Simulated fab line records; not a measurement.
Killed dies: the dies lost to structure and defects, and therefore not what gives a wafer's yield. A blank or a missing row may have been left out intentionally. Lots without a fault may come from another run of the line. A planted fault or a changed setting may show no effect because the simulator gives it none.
The tool behind it: which one?	flow nandHarc	7 lots (21 wafers sampled), 1 step of a 1159-step route

== WHAT THE GAUGES READ, wafer by wafer ==
NHARC_P_START_INSPECT_01.
lot	measured	on	rawDefectCount
L679	day 1 18:02	defectInspect-01	5 4 2
L681	day 2 06:02	defectInspect-01	4 3 1
L683	day 2 18:02	defectInspect-02	5 3 2
L687	day 3 18:02	defectInspect-02	5 7 0
L695	day 5 18:02	defectInspect-02	2 4 5
L698	day 6 12:02	defectInspect-01	3 3 5
L701	day 7 06:02	defectInspect-02	4 4 4

== WHAT TOOL EACH LOT RAN ON (gives the tool, then ch and the chambers of the sampled wafers, and finally the start) ==
Before these readings, the record contains no process step.

== THE ANSWER, worked out from the rows above alone ==
Rule: the usual values come from the lots themselves. Put in order of their means at a reading, lots are off if they are a third of the lots or fewer, leave a main group of 4 or more, and stand apart from it by a gap of 3 or more times the standard deviation of the main group's means; of several such gaps the widest counts. If all means in a main group match to the digits the tables above print for the reading, that group is not used. A lot without any number at a reading at which 4 lots or more have one is off too. The other lots that the step has rows for count as sound.
Nothing can be told from this: no lot is off at any reading shown.

== WHAT HAD BEEN PUT IN BY THE SIMULATOR ==
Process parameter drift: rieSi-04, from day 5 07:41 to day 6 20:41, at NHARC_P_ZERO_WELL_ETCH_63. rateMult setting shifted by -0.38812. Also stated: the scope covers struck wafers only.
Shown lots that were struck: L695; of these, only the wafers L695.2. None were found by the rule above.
